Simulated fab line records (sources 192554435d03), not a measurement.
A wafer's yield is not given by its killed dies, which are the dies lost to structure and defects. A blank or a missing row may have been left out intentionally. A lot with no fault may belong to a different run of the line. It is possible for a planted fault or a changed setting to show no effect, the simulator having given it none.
Matching of chambers -- flow n5 finfet -- rie diel-04 running N5_BEOL_M3_DESCUM_16: 4 sister chambers
The step chemistry O2, time 7 s. 16 wafers are shown with their chamber, then 8 later ones without.

== WAFERS, EACH WITH ITS CHAMBER ==
wafer,chamber,showerhead plenum p Torr (Torr),drypump motor current A (A),throttle valve pct (%)
L075.2,2,1.99,5.1,20.43
L075.4,3,2.15,4.9,20.44
L075.6,0,2.10,5.3,20.20
L076.1,2,1.99,5.1,20.42
L076.4,3,2.15,4.9,20.47
L076.6,1,2.15,5.0,20.66
L081.1,0,2.09,5.3,20.23
L081.2,1,2.15,4.9,20.67
L081.6,1,2.15,4.9,20.68
L084.2,3,2.15,4.9,20.51
L084.5,3,2.15,4.9,20.48
L084.6,0,2.09,5.3,20.22
L087.2,3,2.15,4.9,20.49
L087.3,1,2.14,4.9,20.69
L087.6,1,2.14,4.9,20.69
L089.1,1,2.14,4.9,20.70

SIGNATURES (means of the wafers above)
reading,chamber 0,chamber 1,chamber 2,chamber 3,scatter within a chamber
showerhead plenum p Torr,2.0933,2.1450,1.9900,2.1500,0.00425
drypump motor current A,5.300,4.917,5.100,4.900,0.0264
throttle valve pct,20.2167,20.6817,20.4250,20.4780,0.0189
Rule: for a wafer and a chamber, the distance is found by dividing, reading by reading, the gap between the wafer's reading and the chamber's mean by the reading's scatter, squaring, summing and taking the root. If the next closest chamber is less than 2 further off than the closest, the wafer can't be placed; otherwise it belongs to the closest. The scatter: the root of (the sum of the squares of (reading less its chamber's mean) over the shown wafers, divided by (wafers less chambers)).

== WAFERS MISSING THEIR CHAMBER ==
wafer,showerhead plenum p Torr (Torr),drypump motor current A (A),throttle valve pct (%)
L089.4,2.15,4.9,20.51
L089.6,1.99,5.1,20.48
L094.3,2.14,4.9,20.52
L094.5,2.14,4.9,20.72
L094.6,2.08,5.3,20.30
L097.3,2.13,4.9,20.74
L097.4,2.08,5.3,20.30
L097.5,1.98,5.1,20.50

== CHAMBER TAKEN BY EACH ==
wafer,from the rows above,in truth
L089.4,3,3
L089.6,2,2
L094.3,3,3
L094.5,1,1
L094.6,0,0
L097.3,1,1
L097.4,0,0
L097.5,2,2
Placed correctly: 8 of 8. Number that these rows cannot place: 0. Placed wrongly: 0.
